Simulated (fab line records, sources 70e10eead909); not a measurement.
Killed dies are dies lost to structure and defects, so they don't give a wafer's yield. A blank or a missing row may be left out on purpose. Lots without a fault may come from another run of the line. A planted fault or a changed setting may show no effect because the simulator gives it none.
fab line records | flow nand_harc
record lots=7 wafers=21 last_day=32
route steps=1302 shown P_CONTACT@234
lots that met no fault: from a run of the same line without faults
start_h: hours from the record's first day to the start of the lot's first wafer shown | wait_h: hours since the lot's step before | " the same as in the row above | L1.1+2: a row that stands for several wafers | - no value, or no start given | * or withheld: withheld | < > ~ a bound
route shown NAME@n: a module of which the file shows steps, and the number in the route of the first | usual: mean/standard deviation of fault-free wafers | same: alike in all rows | chamber/n: place in a boat | sites: the reading at each site | _std_site: their standard deviation | _edge_site: outer sites' mean less inner sites' | radius_mm: how far each site lies from the wafer's centre | mask NAME#n: copy n | behind: the tool/chamber that last shaped the wafer | hold: why the lot was held/for how many hours/how that ended | device: the transistor (n, p or np) that didn't switch | end of line: the same wafers' tests at the end of the route | a step without rows: its recipe alone | killed: dies lost to structure and defects at the first sort, not the wafer's yield | map: a wafer's dies, x killed, . not, _ none there
set.NAME: the setting as run; set.NAME@STEP: as run at that earlier step | model.NAME: the simulator's own value behind a step, which no gauge read
lots at some steps of the route; a table a step, a row a wafer
services: from which hour (start_h, from the record's first day; less than 0 if before it) a tool's chamber was out of use, for how many hours, and why
## steps
# step NHARC_P_CONTACT_INSPECT_14
# usual raw_defect_count=4.3/2.8
# columns lot.wafer tool chamber start_h wait_h raw_defect_count
L910.2 defect_inspect-01 - 179.94 0.0 9
L910.4 " - " " 3
L910.5 " - " " 6
L916.2 defect_inspect-02 - 235.74 0.0 1
L916.4 " - " " 0
L916.5 " - " " 2
L917.1 defect_inspect-01 - 249.87 0.0 5
L917.3 " - " " 7
L917.6 " - " " 4
L918.1 defect_inspect-02 - 262.30 0.0 7
L918.2 " - " " 2
L918.6 " - " " 3
L919.2 defect_inspect-01 - 264.92 0.1 7
L919.4 " - " " 2
L919.6 " - " " 0
L925.1 defect_inspect-02 - 325.95 0.0 3
L925.4 " - " " 2
L925.5 " - " " 10
L927.1 defect_inspect-02 - 347.03 0.0 1
L927.2 " - " " 3
L927.5 " - " " 1
# step NHARC_P_CONTACT_DESCUM_17
# recipe time_s=3 o2_flow_sccm=200 ar_flow_sccm=0 bias_power_w=0 chemistry=O2
# usual chamber_pressure_mTorr=60.00/0.054 drypump_motor_current_A=5.7/0.37 oes_product_au=0.997/0.0096 rf_vpp_V=58.0/0.99 showerhead_plenum_p_Torr=1.94/0.1 throttle_valve_pct=11.310/0.0086
# columns lot.wafer tool chamber start_h wait_h chamber_pressure_mTorr drypump_motor_current_A oes_product_au rf_hours_counter_h rf_vpp_V showerhead_plenum_p_Torr throttle_valve_pct
L910.2 rie_diel-02 3 180.00 0.1 59.93 5.6 0.996 2.7 59.1 1.96 11.309
L910.4 " 3 " " 60.09 5.6 0.992 - 59.7 1.96 11.315
L910.5 " 1 " " 59.93 6.2 1.010 - 58.2 2.04 11.303
L916.2 rie_diel-08 0 235.80 0.1 59.98 5.3 0.996 0.8 57.0 1.88 11.304
L916.4 " 1 " " 59.95 5.6 1.002 0.8 56.5 1.81 11.315
L916.5 " 0 " " 60.01 5.3 0.998 - 58.3 1.88 11.291
L917.1 rie_diel-11 1 249.93 0.1 59.96 5.7 0.986 8.3 56.4 1.87 11.316
L917.3 " 0 " " 60.00 5.1 1.003 6.4 56.6 1.86 11.288
L917.6 " 2 " " 59.96 6.7 0.996 - 59.1 2.02 11.312
L918.1 rie_diel-02 2 262.38 0.1 60.00 5.2 1.002 0.9 59.0 1.98 11.325
L918.2 " 3 " " 59.93 5.6 0.979 0.8 58.6 1.96 11.316
L918.6 " 1 " " 59.95 6.2 0.990 - 58.6 2.04 11.322
L919.2 rie_diel-08 2 264.98 0.1 60.00 6.1 0.987 1.6 56.6 2.07 11.308
L919.4 " 0 " " 59.93 5.3 0.990 1.7 58.9 1.88 11.306
L919.6 " 3 " " 59.98 5.9 0.988 - 57.2 2.04 11.322
L925.1 rie_diel-02 0 326.01 0.1 59.94 5.8 0.991 2.3 57.5 1.79 11.312
L925.4 " 1 " " 60.01 6.2 1.009 2.5 58.1 2.04 11.294
L925.5 " 0 " " 59.92 5.8 0.995 - 59.5 1.79 11.307
L927.2 rie_diel-08 1 347.10 0.1 59.95 5.5 1.005 5.1 57.4 1.81 11.305
L927.1 " 2 " " 59.95 6.1 1.004 5.0 58.2 2.07 11.306
L927.5 " 0 " " 60.03 5.3 1.012 - 58.1 1.88 11.316
# step NHARC_P_CONTACT_ETCH_35
# recipe target_depth_a=390 over_etch_frac=0.3 time_s=65 ion_energy_ev=80 cf4_flow_sccm=150 ar_flow_sccm=0 rf_w=300 bias_w=100 chemistry=CF4
# step NHARC_P_CONTACT_ETCH_36
# recipe target_depth_a=2600 over_etch_frac=0.25 time_s=406.25 ion_energy_ev=200 n2_flow_sccm=150 h2_flow_sccm=150 ar_flow_sccm=0 rf_w=400 bias_w=150 chemistry=N2/H2
# usual chamber_pressure_mTorr=30.000/0.028 drypump_motor_current_A=5.7/0.37 oes_product_au=0.996/0.01 rf_vpp_V=431/3 showerhead_plenum_p_Torr=2.07/0.11 throttle_valve_pct=14.172/0.0088
# columns lot.wafer tool chamber start_h wait_h chamber_pressure_mTorr drypump_motor_current_A oes_product_au rf_hours_counter_h rf_vpp_V showerhead_plenum_p_Torr throttle_valve_pct
L910.2 rie_diel-02 2 - - 30.017 5.2 0.998 2.5 433 2.12 14.175
L910.5 " 3 " " 29.978 5.6 0.990 - 432 2.09 14.167
L910.4 " 1 " " 30.019 6.2 1.001 - 435 2.18 14.156
L916.4 rie_diel-08 1 - - 29.997 5.6 0.999 0.9 429 1.92 14.160
L916.2 " 2 " " 30.065 6.1 1.002 0.9 436 2.21 14.176
L916.5 " 1 " " 30.042 5.5 0.999 - 428 1.92 14.165
L917.1 rie_diel-11 0 - - 30.000 5.1 1.015 6.5 428 1.98 14.170
L917.3 " 1 " " 29.983 5.7 0.994 8.4 430 2.00 14.168
L917.6 " 3 " " 30.016 5.1 1.008 - 427 1.92 14.179
L918.2 rie_diel-02 3 - - 30.012 5.6 0.993 0.9 430 2.09 14.171
L918.1 " 0 " " 29.986 5.8 0.983 0.9 426 1.90 14.179
L918.6 " 2 " " 29.989 5.2 1.004 - 431 2.12 14.172
L919.4 rie_diel-08 3 - - 30.015 5.9 0.981 1.7 435 2.18 14.172
L919.2 " 0 " " 30.028 5.3 0.985 1.8 430 2.00 14.165
L919.6 " 0 " " 30.006 5.3 0.989 - 429 2.00 14.173
L925.1 rie_diel-02 0 - - 29.945 5.8 0.985 2.4 427 1.90 14.182
L925.4 " 2 " " 30.000 5.2 1.011 2.8 432 2.12 14.173
L925.5 " 3 " " 29.983 5.6 0.994 - 433 2.09 14.173
L927.1 rie_diel-08 0 - - 29.990 5.3 1.014 4.6 429 2.00 14.180
L927.2 " 2 " " 30.025 6.0 1.007 5.1 435 2.21 14.166
L927.5 " 0 " " 30.058 5.3 1.007 - 431 2.00 14.176
# step NHARC_P_CONTACT_ETCH_18
# recipe target_depth_a=4810 time_s=240.5 c4f8_flow_sccm=20 o2_flow_sccm=10 ar_flow_sccm=withheld rf_w=600 bias_w=1500 chemistry=C4F8/O2/Ar
# usual chamber_pressure_mTorr=24.999/0.022 oes_product_au=0.953/0.018 rf_vpp_V=980/7
# columns lot.wafer tool chamber start_h wait_h chamber_pressure_mTorr oes_product_au rf_hours_counter_h rf_vpp_V
L910.2 rie_diel-02 2 - - 25.010 0.956 2.7 983
L910.4 " 3 " " 25.002 0.943 - 980
L910.5 " 1 " " 24.965 0.949 - 986
L916.2 rie_diel-08 1 - - 24.962 0.960 1.1 971
L916.4 " 3 " " 25.026 0.956 1.0 986
L916.5 " 2 " " 25.026 0.970 - 988
L917.3 rie_diel-11 1 - - 24.981 0.965 8.5 976
L917.1 " 0 " " 25.026 0.987 6.6 974
L917.6 " 2 " " 24.932 0.946 - 985
L918.2 rie_diel-02 3 - - 25.019 0.961 1.1 980
L918.1 " 0 " " 24.998 0.957 1.0 969
L918.6 " 1 " " 24.987 0.957 - 987
L919.2 rie_diel-08 0 - - 24.976 0.967 2.0 975
L919.4 " 1 " " 25.008 0.979 1.9 969
L919.6 " 3 " " 25.037 0.946 - 988
L925.1 rie_diel-02 2 - - 24.989 0.936 2.9 984
L925.4 " 3 " " 24.979 0.934 2.9 980
L925.5 " 3 " " 25.017 0.922 - 982
L927.1 rie_diel-08 1 - - 25.011 0.926 5.4 970
L927.2 " 2 " " 24.989 0.926 5.3 989
L927.5 " 1 " " 25.014 0.931 - 971
# step NHARC_P_CONTACT_STRIP_37
# recipe c4f8_flow_sccm=withheld o2_flow_sccm=8 ar_flow_sccm=withheld bias_w=0 chemistry=C4F8/O2/Ar
# step NHARC_P_CONTACT_ETCH_31
# recipe target_depth_a=300 time_s=85.7 ion_energy_ev=120 over_etch_frac=1 ch3f_flow_sccm=50 o2_flow_sccm=30 ar_flow_sccm=200 rf_w=500 bias_w=100 chemistry=CH3F/O2
# step NHARC_P_CONTACT_CD_MEAS_19
# usual cd_nm=89.8/1.5
# columns lot.wafer tool chamber start_h wait_h cd_nm
L910.2 cd_sem-03 - 181.02 - 89.6
L910.4 " - " " 91.5
L910.5 " - " " 87.7
L916.2 cd_sem-03 - 236.67 - 88.6
L916.4 " - " " 88.7
L916.5 " - " " 89.3
L917.1 cd_sem-01 - 250.80 - 91.8
L917.3 " - " " 89.8
L917.6 " - " " 89.1
L918.1 cd_sem-03 - 263.24 - 90.4
L918.2 " - " " 92.8
L918.6 " - " " 90.1
L919.2 cd_sem-02 - 265.85 - 88.7
L919.4 " - " " 88.2
L919.6 " - " " 90.1
L925.1 cd_sem-03 - 326.88 - 87.6
L925.4 " - " " 88.8
L925.5 " - " " 93.0
L927.1 cd_sem-02 - 348.11 - 90.9
L927.2 " - " " 91.5
L927.5 " - " " 90.3
# step NHARC_P_CONTACT_STRIP_28
# recipe o2_flow_sccm=500 ar_flow_sccm=0 bias_w=0 chemistry=O2
# usual chamber_pressure_mTorr=59.99/0.047 drypump_motor_current_A=5.7/0.46 oes_product_au=0.999/0.01 rf_vpp_V=57.9/0.88 showerhead_plenum_p_Torr=3.56/0.17 throttle_valve_pct=17.036/0.0089
# columns lot.wafer tool chamber start_h wait_h chamber_pressure_mTorr drypump_motor_current_A oes_product_au rf_hours_counter_h rf_vpp_V showerhead_plenum_p_Torr throttle_valve_pct
L910.2 rie_diel-02 3 181.13 0.1 59.99 5.6 0.996 3.2 58.1 3.61 17.033
L910.5 " 3 " " 60.03 5.6 0.989 - 58.1 3.61 17.044
L910.4 " 1 " " 59.97 6.2 1.009 - 58.0 3.75 17.029
L916.4 rie_diel-08 3 236.74 0.1 59.98 5.9 0.982 1.1 58.4 3.74 17.034
L916.2 " 1 " " 59.98 5.5 0.992 1.2 56.1 3.35 17.028
L916.5 " 0 " " 59.98 5.3 0.996 - 57.1 3.47 17.030
L917.1 rie_diel-02 3 250.88 0.1 60.01 5.6 0.998 0.7 58.3 3.61 17.025
L917.3 " 0 " " 59.95 5.8 0.986 0.7 56.4 3.31 17.046
L917.6 " 3 " " 60.05 5.6 1.000 - 57.4 3.61 17.047
L918.1 rie_diel-08 0 263.35 0.1 59.98 5.3 0.996 1.7 57.9 3.47 17.032
L918.2 " 1 " " 60.01 5.5 1.010 1.7 56.5 3.35 17.048
L918.6 " 2 " " 60.00 6.1 0.996 - 59.8 3.79 17.054
L919.4 rie_diel-02 2 265.92 0.1 60.00 5.2 1.002 1.4 57.2 3.65 17.043
L919.2 " 0 " " 60.04 5.9 0.990 1.1 58.2 3.31 17.031
L919.6 " 3 " " 60.04 5.6 0.988 - 59.3 3.61 17.034
L925.4 rie_diel-02 2 326.98 0.1 59.99 5.2 1.016 3.0 58.4 3.65 17.059
L925.1 " 3 " " 60.03 5.6 1.000 3.0 58.9 3.61 17.047
L925.5 " 1 " " 59.97 6.2 1.017 - 57.3 3.75 17.040
L927.1 rie_diel-11 0 348.19 0.1 60.02 5.1 1.016 4.8 57.2 3.43 17.033
L927.2 " 3 " " 60.09 5.1 0.977 4.8 59.2 3.34 17.050
L927.5 " 0 " " 59.95 5.1 1.013 - 56.8 3.43 17.038
# step NHARC_P_CONTACT_STRIP_29
# recipe time_s=1200 temp_c=72.5 chemistry=post_etch_residue_remover
# step NHARC_P_CONTACT_DEGAS_38
# recipe temp_c=300 time_s=60
# usual heater_power_w=471/48
# columns lot.wafer tool chamber start_h wait_h heater_power_w
L910.2 pvd_sputter-01 - 181.78 - 450
L910.4 " - " " 449
L910.5 " - " " 519
L916.2 pvd_sputter-03 - 237.39 - 517
L916.4 " - " " 426
L916.5 " - " " 504
L917.3 pvd_sputter-03 - 251.52 - 514
L917.1 " - " " 448
L917.6 " - " " 390
L918.1 pvd_sputter-02 - 263.96 - 512
L918.2 " - " " 560
L918.6 " - " " 485
L919.4 pvd_sputter-03 - 266.57 - 422
L919.2 " - " " 399
L919.6 " - " " 427
L925.4 pvd_sputter-02 - 327.60 - 490
L925.1 " - " " 503
L925.5 " - " " 505
L927.1 pvd_sputter-02 - 348.82 - 479
L927.2 " - " " 569
L927.5 " - " " 473
# step NHARC_P_CONTACT_PRE_CLEAN_39
# recipe time_s=19.5 bias_v=250 gas=Ar
# step NHARC_P_CONTACT_PVD_32
# recipe target_thk_a=50 chamber_pressure_pa=5 power_w=5000 substrate_temp_c=200 time_s=17.7 material=Ti
# usual cathode_dc_power_W=4999.9/0.92 chamber_pressure_pa=4.999/0.01 substrate_temp_c=200.00/0.15 throttle_valve_pct=29.7/1.2
# columns lot.wafer tool chamber start_h wait_h cathode_dc_power_W chamber_pressure_pa substrate_temp_c throttle_valve_pct
L910.2 pvd_sputter-01 - 181.91 - 4999.4 4.990 200.09 30.0
L910.4 " - " " 4999.7 5.005 199.88 28.9
L910.5 " - " " 4999.6 5.003 200.07 29.7
L916.4 pvd_sputter-03 - 237.52 - - - - -
L916.2 " - " " - - - -
L916.5 " - " " - - - -
L917.3 pvd_sputter-03 - 251.64 - - - - -
L917.1 " - " " - - - -
L917.6 " - " " - - - -
L918.2 pvd_sputter-02 - 264.07 - - - - -
L918.1 " - " " - - - -
L918.6 " - " " - - - -
L919.2 pvd_sputter-03 - 266.71 - 5000.2 5.001 199.81 28.4
L919.4 " - " " 5000.1 4.997 199.84 29.3
L919.6 " - " " 5001.5 5.006 199.97 33.3
L925.4 pvd_sputter-02 - 327.73 - 4998.9 5.002 199.99 31.7
L925.1 " - " " 4999.8 4.978 199.96 28.6
L925.5 " - " " 4999.5 5.005 200.09 28.1
L927.2 pvd_sputter-02 - 348.95 - 5000.0 4.989 199.69 28.9
L927.1 " - " " 4999.0 5.004 200.10 28.0
L927.5 " - " " 5001.1 4.995 199.91 30.4
# step NHARC_P_CONTACT_ALD_22
# recipe target_thk_a=30 pulse_time_s=1 ald_cycles=150 temp_c=450 material=TiN
## services
# columns tool chamber start_h hours kind
rie_diel-08 - 163.00 2.3 repair
pvd_sputter-03 - 170.00 10.0 pm
rie_diel-02 0 171.20 - clean
rie_diel-02 1 171.20 - clean
rie_diel-02 2 171.20 - clean
rie_diel-02 3 171.20 - clean
rie_diel-02 0 176.27 9.7 repair
rie_diel-08 - 190.80 9.0 pm
rie_diel-11 0 191.19 15.4 repair
rie_diel-02 0 195.70 - clean
rie_diel-02 1 195.70 - clean
rie_diel-02 - 216.70 9.0 pm
pvd_sputter-01 - 226.00 10.0 pm
rie_diel-11 - 228.05 0.3 repair
rie_diel-11 2 233.29 10.4 repair
rie_diel-08 - 244.50 0.8 repair
rie_diel-11 - 255.50 9.0 pm
pvd_sputter-02 - 282.03 10.0 pm
rie_diel-02 0 286.60 3.0 repair
pvd_sputter-01 - 287.57 9.6 repair
rie_diel-08 0 305.83 10.9 repair
pvd_sputter-03 - 324.37 4.7 repair
rie_diel-08 3 342.54 6.7 repair
pvd_sputter-03 - 343.91 16.3 repair
## key
first_sign step=NHARC_P_CONTACT_PVD_32 reading=tool_record direction=missing
effect none on later readings
met_at NHARC_P_CONTACT_PVD_32
struck_wafers L916.2,L916.4,L916.5,L917.1,L917.3,L917.6,L918.1,L918.2,L918.6
sort_left_out L916.2,L916.4,L916.5,L917.1,L917.3,L917.6,L918.1,L918.2,L918.6
tester_left_out L916,L917,L918
fault kind=skipped_step_whole tool=pvd_sputter-02,pvd_sputter-03 chamber=- onset_h=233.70 steps=NHARC_P_CONTACT_PVD_32 scope=struck_lots_only
# tester_left_out: of these lots the tester's yield and bins aren't shown, on N5 and GAA mostly nor the transistor test; their killed dies are dies lost to structure and defects alone, not to doping, threshold or leakage, so they don't give the yield
# sort_left_out: the simulated sort isn't trusted on such a fault, so these wafers' sort isn't shown, and their yield isn't known
